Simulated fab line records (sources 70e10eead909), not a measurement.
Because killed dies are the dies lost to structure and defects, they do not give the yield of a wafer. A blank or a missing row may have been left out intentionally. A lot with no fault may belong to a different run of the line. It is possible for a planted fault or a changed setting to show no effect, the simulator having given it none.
A struck lot beside a sound one / flow nand harc / 15 out of 1302 route steps
Sound: these wafers, L745.1, L745.4, L745.6. Wafers L755.1, L755.3, L755.4 were the ones struck. The cause is given at the end.
Each step with rows lists, per side, the tool, then ch with its chambers, then its first start. Under that, the readings that differ: sound wafers / struck wafers / difference of the means / sigmas: that difference in standard deviations of wafers without a fault.
alike: readings whose means differ by less than 2 such deviations, and words and numbers that are the same on both sides. not compared: withheld readings, readings that some wafer has no value for, bounds like >300 that may hide the same value, and numbers for which the record gives no deviation and whose values overlap.
The two part at a step that has a row with sigmas, a row that says differs or no value, or rows on one side only. When numbers do not overlap yet have no deviation, they are printed without sigmas and do not part them. Lack of a reading on every wafer of one side parts them only where that side has two or more wafers.

first, 7 steps without rows for these wafers: NHARC_P_CONTACT_COAT_34 (time 65 s); NHARC_P_CONTACT_COAT_06 (resist thk 90 nm); NHARC_P_CONTACT_SOFTBAKE_07 (time 55 s); NHARC_P_CONTACT_EBR_08; NHARC_P_CONTACT_EXPOSE_09 (exposes mask P CA, target cd 90 nm); NHARC_P_CONTACT_PEB_10 (peb time 65 s); NHARC_P_CONTACT_DEVELOP_11 (develop time 35 s).
NHARC_P_CONTACT_CD_MEAS_12 targets a cd of 90 nm.
  sound on cd sem-03 ch 0, day 8 17:10; struck on cd sem-01 ch 0, day 12 16:02
  alike: cd nm
NHARC_P_CONTACT_OVL_MEAS_13:
  sound on overlay-02, day 8 17:15; struck on overlay-02, day 12 16:08
reading=overlay x nm (nm); sound=0.9 1.1 1.4; struck=-1.1 -0.5 -1.0; difference=-2.0; sigmas=-2
  alike: overlay y nm
NHARC_P_CONTACT_INSPECT_14:
  sound on defect inspect-02, day 8 17:17; struck on defect inspect-01, day 12 16:10
  alike: raw defect count
NHARC_P_CONTACT_DESCUM_17: chemistry O2, time 3 s.
  sound on rie diel-08 ch 0,1,3, day 8 17:21; struck on rie diel-08 ch 0,1,2, day 12 16:14
  alike: drypump motor current A, oes product au, rf vpp V, showerhead plenum p Torr, throttle valve pct
  not compared: rf hours counter h
NHARC_P_CONTACT_ETCH_35: etches the open film in CF4, target depth 39 nm, time 65 s.
  sound on rie diel-08 ch 1,2,3, day 8 17:26; struck on rie diel-08 ch 0,1,3, day 12 16:19
  alike: drypump motor current A, oes product au, rf vpp V, showerhead plenum p Torr, throttle valve pct
  not compared: rf hours counter h
NHARC_P_CONTACT_ETCH_36: etches the open film in N2/H2, target depth 260 nm, time 406.25 s.
  sound on rie diel-08 ch 1,2,3, day 8 17:33; struck on rie diel-08 ch 0,1,3, day 12 16:26
reading=oes product au (a.u.); sound=1.019 0.987 0.998; struck=0.834 0.837 0.839; difference=-0.165; sigmas=-16
  alike: drypump motor current A, rf vpp V, showerhead plenum p Torr, throttle valve pct
  not compared: rf hours counter h
NHARC_P_CONTACT_ETCH_18: etches the open film in C4F8/O2/Ar, target depth 481 nm, time 240.5 s.
  sound: rie diel-08 ch 0,3; struck: rie diel-08 ch 0,1,2
  alike: oes product au, rf vpp V
  not compared: rf hours counter h
-- jump in the record: it breaks off in module P_CONTACT and resumes in module END (first step shown: number 1302 of the route), and 20 days separate the struck wafers' starts before and after --
NHARC_END_SORT_01:
  sound on prober-01 ch 0, day 27 00:26; struck on prober-02 ch 0, day 32 22:36
reading=hold; sound=- - -; struck=await dispo/2.7h/scrap await dispo/2.7h/scrap await dispo/2.7h/scrap; difference=no value on the sound wafers; sigmas=
reading=killed at periphery; sound=2 5 0; struck=603 602 602; difference=+600; sigmas=+99 or more
reading=killed dies; sound=108 103 104; struck=674 677 677; difference=+571; sigmas=+24
  alike: killed at array, killed at other, killed open, killed short

WHERE THEY PART
Last at NHARC_END_SORT_01 as far as this record goes, first at NHARC_P_CONTACT_OVL_MEAS_13.

WHY: whatever the simulator had introduced
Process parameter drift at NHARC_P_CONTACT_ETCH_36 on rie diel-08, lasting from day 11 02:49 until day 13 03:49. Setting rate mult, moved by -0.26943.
